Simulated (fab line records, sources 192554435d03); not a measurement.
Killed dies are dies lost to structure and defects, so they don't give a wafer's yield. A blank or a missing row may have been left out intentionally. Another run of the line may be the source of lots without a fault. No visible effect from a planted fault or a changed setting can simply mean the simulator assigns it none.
Which tool was responsible? -- flow n5_finfet -- Sampling: 12 lots, 36 wafers, 3 of 1938 route steps

## WHAT THE GAUGES SHOWED, per wafer
N5_BEOL_M11_THK_MEAS_53: measures by xrf.
lot,measured,on,M11_THK (nm)
L075,day 11 11:19,film_metro-02,143.1 139.7 142.5
L079,day 12 01:29,film_metro-02,141.8 136.3 138.7
L078,day 12 21:50,film_metro-02,144.4 136.2 144.7
L080,day 13 09:47,film_metro-01,140.4 142.0 144.6
L083,day 13 14:18,film_metro-01,141.1 137.5 143.8
L085,day 13 19:07,film_metro-02,140.2 141.7 138.4
L087,day 14 21:04,film_metro-01,137.1 139.2 141.6
L088,day 15 04:26,film_metro-01,141.3 138.0 139.3
L092,day 15 11:53,film_metro-02,136.5 137.8 140.8
L093,day 16 00:16,film_metro-02,141.4 145.0 137.9
L094,day 16 08:08,film_metro-01,140.7 140.2 138.3
L097,day 18 21:23,film_metro-01,136.7 135.4 137.2

## EACH LOT AND THE TOOL THAT RAN IT (in order: tool; ch and the chambers of the sampled wafers; start)
lot,N5_BEOL_M11_ETCH_41,N5_BEOL_M11_ALD_74
L075,"rie_diel-05 ch 1,3, day 11 08:28 or earlier","ald_metal-01 ch 1,3, day 11 08:28"
L079,"rie_diel-06 ch 0,1,2, day 11 22:37 or earlier","ald_metal-01 ch 1,2, day 11 22:37"
L078,"rie_diel-06 ch 1,3, day 12 18:53 or earlier","ald_metal-02 ch 0,2,3, day 12 18:53"
L080,"rie_diel-03 ch 0,1,2, day 13 07:41 or earlier","ald_metal-03 ch 0,2,3, day 13 07:41"
L083,"rie_diel-03 ch 1,2, day 13 12:28 or earlier","ald_metal-03 ch 2,3, day 13 12:28"
L085,"rie_diel-05 ch 0,1,2, day 13 17:41 or earlier","ald_metal-01 ch 0,1, day 13 17:41"
L087,"rie_diel-03 ch 0,1, day 14 19:19 or earlier","ald_metal-03 ch 0,1, day 14 19:19"
L088,"rie_diel-05 ch 1,3, day 15 03:04 or earlier","ald_metal-03 ch 1,3, day 15 03:04"
L092,"rie_diel-05 ch 1,3, day 15 10:29 or earlier","ald_metal-02 ch 0,2, day 15 10:29"
L093,"rie_diel-06 ch 0,1,3, day 15 22:32 or earlier","ald_metal-01 ch 0,1,3, day 15 22:32"
L094,"rie_diel-05 ch 0,1,2, day 16 06:32 or earlier","ald_metal-03 ch 0,1, day 16 06:32"
L097,"rie_diel-06 ch 0,2,3, day 18 18:58 or earlier","ald_metal-03 ch 0,1,3, day 18 18:58"
- N5_BEOL_M11_ETCH_41: etches SiCN in CH3F/O2, target depth 42.6 nm, time 86 s.
- N5_BEOL_M11_ALD_74: deposits TaN, target thk 2 nm, pulse time 2 s, purge time 3 s.

## THE ANSWER, worked out from the rows above alone
Rule: what is usual is taken from the lots themselves. The widest of any qualifying gaps counts: lots, ordered by their means at a reading, are off when they make up no more than a third of the lots, leave a main group of 4 or more, and stand apart from it by 3 or more times the standard deviation of that group's means. A main group is skipped when, at the precision printed for the reading in the tables above, its means are all equal. Also off: a lot with no number at a reading for which 4 or more lots have one. All remaining lots with rows at the step are treated as sound.
No lot is off at any reading shown: from this, nothing can be told.

## WHAT WAS PUT IN BY THE SIMULATOR
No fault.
